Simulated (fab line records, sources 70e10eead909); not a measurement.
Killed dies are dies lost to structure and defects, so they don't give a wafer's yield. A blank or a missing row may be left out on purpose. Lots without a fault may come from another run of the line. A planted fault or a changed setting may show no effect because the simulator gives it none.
Which tool did it? | flow nand_harc | 7 lots, 21 wafers sampled, at 1 step of a route of 1302

WHAT THE GAUGES READ, wafer by wafer
NHARC_A_M0_CD_MEAS_16.
lot  | measured     | on        | cd_nm (nm)
L478 | day 23 00:38 | cd_sem-02 | 79.9 79.4 79.7
L483 | day 25 05:19 | cd_sem-03 | 80.2 79.7 79.9
L485 | day 25 22:11 | cd_sem-01 | 80.3 79.8 78.9
L486 | day 26 18:04 | cd_sem-01 | 79.4 80.0 79.6
L492 | day 28 15:38 | cd_sem-02 | 79.3 80.8 80.3
L498 | day 31 12:43 | cd_sem-02 | 80.2 80.4 80.4
L500 | day 32 02:10 | cd_sem-03 | 79.5 80.1 80.6

WHICH TOOL RAN EACH LOT (tool, then ch and the chambers of the sampled wafers, then the start)
The record holds no process step before these readings.

THE ANSWER, worked out from the rows above alone
Rule: what is usual is taken from the lots themselves. Put in order of their means at a reading, lots are off if they are a third of the lots or fewer, leave a main group of 4 or more, and stand apart from it by a gap of 3 or more times the standard deviation of the main group's means; of several such gaps the widest counts. A main group whose means are all the same, to the digits that the tables above print for the reading, isn't used. A lot without any number at a reading at which 4 lots or more have one is off too. The other lots that the step has rows for count as sound.
No lot is off at any reading shown: from this, nothing can be told.

WHAT THE SIMULATOR HAD PUT IN
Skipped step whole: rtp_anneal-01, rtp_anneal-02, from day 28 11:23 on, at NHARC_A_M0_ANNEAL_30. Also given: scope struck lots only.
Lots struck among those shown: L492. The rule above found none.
